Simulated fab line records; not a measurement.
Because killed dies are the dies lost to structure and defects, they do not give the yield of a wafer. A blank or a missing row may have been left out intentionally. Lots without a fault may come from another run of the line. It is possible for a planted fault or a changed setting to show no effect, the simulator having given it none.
Which tool was responsible? | flow n5Finfet | Sampling: 12 lots, 36 wafers, 4 of 1938 route steps

WHAT EACH GAUGE READ, for each wafer
N5_BEOL_M5_OCD_MEAS_38.
lot  | measured     | on     | trenchDepthNm (nm)
L075 | day 8 20:48  | ocd-02 | 67.6 71.2 71.9
L077 | day 9 10:33  | ocd-01 | 72.7 71.0 70.9
L080 | day 9 20:23  | ocd-02 | 68.5 72.7 72.5
L082 | day 10 14:48 | ocd-01 | 70.5 69.5 69.7
L083 | day 10 21:50 | ocd-02 | 69.2 72.7 72.9
L085 | day 11 18:24 | ocd-01 | 72.6 71.0 72.8
L088 | day 11 20:07 | ocd-02 | 70.5 71.6 71.0
L089 | day 12 08:40 | ocd-01 | 72.7 71.2 72.3
L090 | day 12 20:56 | ocd-02 | 73.2 71.8 73.0
L093 | day 13 07:03 | ocd-01 | 71.0 70.6 71.7
L095 | day 13 22:06 | ocd-01 | 72.9 73.2 71.8
L096 | day 15 00:25 | ocd-01 | 72.1 69.9 71.3

WHICH TOOL RAN EACH LOT (tool, then ch and the chambers of the sampled wafers, then the start)
lot  | N5_BEOL_M5_STRIP_64               | N5_BEOL_M5_STRIP_19               | N5_BEOL_M5_ETCH_67
L075 | rieDiel-06 ch 0,2, day 8 19:32    | rieDiel-06 ch 0,3, day 8 19:41    | rieDiel-02 ch 0,1,2, day 8 20:26
L077 | rieDiel-06 ch 0,2,3, day 9 09:20  | rieDiel-04 ch 1,2, day 9 09:29    | rieDiel-06 ch 2,3, day 9 10:11
L080 | rieDiel-02 ch 1,2,3, day 9 17:30  | rieDiel-04 ch 0,1, day 9 17:41    | rieDiel-02 ch 1,2,3, day 9 20:02
L082 | rieDiel-02 ch 0,1, day 10 13:21   | rieDiel-04 ch 0,1, day 10 13:40   | rieDiel-04 ch 1,2, day 10 14:26
L083 | rieDiel-04 ch 1,3, day 10 18:03   | rieDiel-06 ch 0,2,3, day 10 18:14 | rieDiel-02 ch 2,3, day 10 21:28
L085 | rieDiel-06 ch 2,3, day 11 15:04   | rieDiel-02 ch 0,1, day 11 15:18   | rieDiel-02 ch 0,3, day 11 18:02
L088 | rieDiel-06 ch 2,3, day 11 18:55   | rieDiel-06 ch 0,2,3, day 11 19:04 | rieDiel-04 ch 1,3, day 11 19:44
L089 | rieDiel-02 ch 0,1,3, day 12 02:10 | rieDiel-02 ch 0,3, day 12 02:19   | rieDiel-04 ch 0,2,3, day 12 08:18
L090 | rieDiel-06 ch 0,1,3, day 12 19:34 | rieDiel-06 ch 0,1,2, day 12 19:52 | rieDiel-02 ch 1,2, day 12 20:34
L093 | rieDiel-06 ch 0,3, day 13 01:41   | rieDiel-02 ch 0,3, day 13 01:50   | rieDiel-04 ch 0,1, day 13 06:32
L095 | rieDiel-02 ch 0,3, day 13 19:56   | rieDiel-06 ch 0,2,3, day 13 20:08 | rieDiel-02 ch 0,1,3, day 13 21:44
L096 | rieDiel-02 ch 0,1,2, day 14 19:56 | rieDiel-06 ch 0,1,2, day 14 20:05 | rieDiel-06 ch 0,2,3, day 15 00:02
- N5_BEOL_M5_STRIP_64: strips in CF4.
- N5_BEOL_M5_STRIP_19: strips in O2.
- N5_BEOL_M5_ETCH_67: etches SiARC in CF4, target depth 15.6 nm, time 26 s.

THE ANSWER, worked out from the rows above alone
Rule: what is usual is taken from the lots themselves. The widest of any qualifying gaps counts: lots, ordered by their means at a reading, are off when they make up no more than a third of the lots, leave a main group of 4 or more, and stand apart from it by 3 or more times the standard deviation of that group's means. If all means in a main group match to the digits the tables above print for the reading, that group is not used. A lot without any number at a reading at which 4 lots or more have one is off too. Where the step has rows for the other lots, those lots are counted as sound.
Nothing can be told from this: no lot is off at any reading shown.

WHAT THE SIMULATOR HAD INSERTED
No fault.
